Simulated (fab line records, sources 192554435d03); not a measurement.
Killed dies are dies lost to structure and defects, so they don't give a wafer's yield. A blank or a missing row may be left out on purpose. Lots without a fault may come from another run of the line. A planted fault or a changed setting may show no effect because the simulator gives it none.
Problem report in the 8D (eight disciplines) form, filled by code | flow n5_finfet | the parts of the form that need people (team, actions taken, sign-off) are left out

1. THE PROBLEM
bias_w at N5_MOL_CONTACT_COAG_VIA_ETCH_46 reads a mean of 316.3 W on 2 wafers of 2 lots; wafers without a fault read 455.0 W with a standard deviation of 1.4. That is -99 or more standard deviations from the usual mean.
The step: etches SiO2 in C4F6/O2, target depth 46 nm, overetch 9.2 nm, time 40 s.
First seen on wafer L900.1, day 10 12:26, on rie_diel-06. The record holds 18 wafers of 6 lots with a number at this step. Rule for "out", or "out of limits": more than 4 standard deviations from the usual mean. The other wafers with a number count as sound.

2. WHAT IT IS AND WHAT IT IS NOT
question                    | is                | is not
which readings at this step | bias_w, rf_vpp_V  | drypump_motor_current_A, oes_product_au, showerhead_plenum_p_Torr, throttle_valve_pct
which lots                  | L900, L901        | L888, L894, L897, L902
which wafers of those lots  | L900.1, L901.3    | L900.3, L900.6, L901.2, L901.6
read on which tools         | rie_diel-06       | rie_diel-01, rie_diel-05
when                        | from day 10 12:26 | up to then (11 sound wafers); but 5 sound wafers of L901, L902 came after

3. SUSPECTS, AND WHAT RULES EACH OUT
Counting: a tool at a process step up to the reading stays a suspect if it ran every lot that is out. Sound lots after the first of them don't rule it out here, since some wafers of a struck lot are sound.
- rie_diel-06 at N5_MOL_CONTACT_COAG_ETCH_89 (etches underlayer in N2/H2, target depth 13 nm, time 10.4 s): kept. It ran every lot that is out, first L900 (day 10 11:59); its last sound lot up to then is L897 (day 9 17:40).
- rie_diel-06 at N5_MOL_CONTACT_COAG_ETCH_90 (etches SiARC in CF4, target depth 13 nm, time 21.7 s): kept. It ran every lot that is out, first L900 (day 10 12:01); its last sound lot up to then is L897 (day 9 17:41).
- ald_sin-04 at N5_MOL_CONTACT_COAG_ALD_131 (deposits SiO2, target thk 5 nm, pulse time 1 s, co reactant pulse time 1 s): kept. It ran every lot that is out, first L900 (day 10 12:05); its last sound lot up to then is L897 (day 9 17:46).
- rie_diel-06 at N5_MOL_CONTACT_COAG_ETCH_91 (etches SOC in N2/H2, target depth 60 nm, overetch 21 nm, time 101.2 s): kept. It ran every lot that is out, first L900 (day 10 12:19); its last sound lot up to then is L894 (day 9 00:56).
- rie_diel-06 at N5_MOL_CONTACT_COAG_ETCHBACK_135 (etches SiO2 in CHF3, target depth 25 nm, time 16.7 s): kept. It ran every lot that is out, first L900 (day 10 12:24); its last sound lot up to then is L894 (day 9 01:01).
- rie_diel-06 at N5_MOL_CONTACT_COAG_VIA_ETCH_46 (etches SiO2 in C4F6/O2, target depth 46 nm, overetch 9.2 nm, time 40 s): kept. It ran every lot that is out, first L900 (day 10 12:26); its last sound lot up to then is L894 (day 9 01:04). Its own readings are out on those wafers: bias_w, rf_vpp_V.
- Within rie_diel-06 at N5_MOL_CONTACT_COAG_ETCH_89: the wafers that are out ran in chambers 0, 1; their sound lot-mates ran in chambers 2, 3.
- Within rie_diel-06 at N5_MOL_CONTACT_COAG_ETCH_90: the wafers that are out ran in chambers 0, 1; their sound lot-mates ran in chambers 2, 3.
- Within rie_diel-06 at N5_MOL_CONTACT_COAG_ETCH_91: the wafers that are out ran in chamber 3; their sound lot-mates ran in chambers 0, 1, 2.
- Within rie_diel-06 at N5_MOL_CONTACT_COAG_ETCHBACK_135: the wafers that are out ran in chamber 3; their sound lot-mates ran in chambers 0, 1, 2.
- Within rie_diel-06 at N5_MOL_CONTACT_COAG_VIA_ETCH_46: the wafers that are out ran in chamber 3; their sound lot-mates ran in chambers 0, 1, 2.
Left after counting: rie_diel-06 at N5_MOL_CONTACT_COAG_ETCH_89, rie_diel-06 at N5_MOL_CONTACT_COAG_ETCH_90, ald_sin-04 at N5_MOL_CONTACT_COAG_ALD_131, rie_diel-06 at N5_MOL_CONTACT_COAG_ETCH_91, rie_diel-06 at N5_MOL_CONTACT_COAG_ETCHBACK_135, rie_diel-06 at N5_MOL_CONTACT_COAG_VIA_ETCH_46.

4. THE CAUSE (what the simulator had put in)
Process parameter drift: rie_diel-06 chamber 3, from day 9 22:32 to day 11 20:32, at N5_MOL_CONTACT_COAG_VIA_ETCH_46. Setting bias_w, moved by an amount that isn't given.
Counting left 6 suspects, and this tool is among them.

5. THE CHAIN OF EFFECTS, in route order
Each row: a reading whose mean over the struck wafers that have a number lies more than 3 standard deviations from the usual. Only readings for which the record gives a usual standard deviation are gone through. hours: the time from each lot's start at the first step in this table that gives one to its start at this step, as a median over the lots. sigmas: the change in usual standard deviations.
hours | step                            | reading  | usual   | on struck wafers | change | sigmas
0     | N5_MOL_CONTACT_COAG_VIA_ETCH_46 | bias_w   | 455.0 W | 316.3            | -138.7 | -99 or more
0     | N5_MOL_CONTACT_COAG_VIA_ETCH_46 | rf_vpp_V | 1581 V  | 1230             | -352   | -17
The process steps in it:
- N5_MOL_CONTACT_COAG_VIA_ETCH_46: etches SiO2 in C4F6/O2, target depth 46 nm, overetch 9.2 nm, time 40 s.
Later measuring or inspecting steps at which every struck wafer that the step has a row for has a number for every such reading, and none has moved that far: N5_BEOL_M4_RC_MEAS_101.

6. WHAT WOULD HAVE CAUGHT IT SOONER
In this record the first reading out of limits was taken at day 10 12:26, 14 hours after the fault began at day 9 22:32.
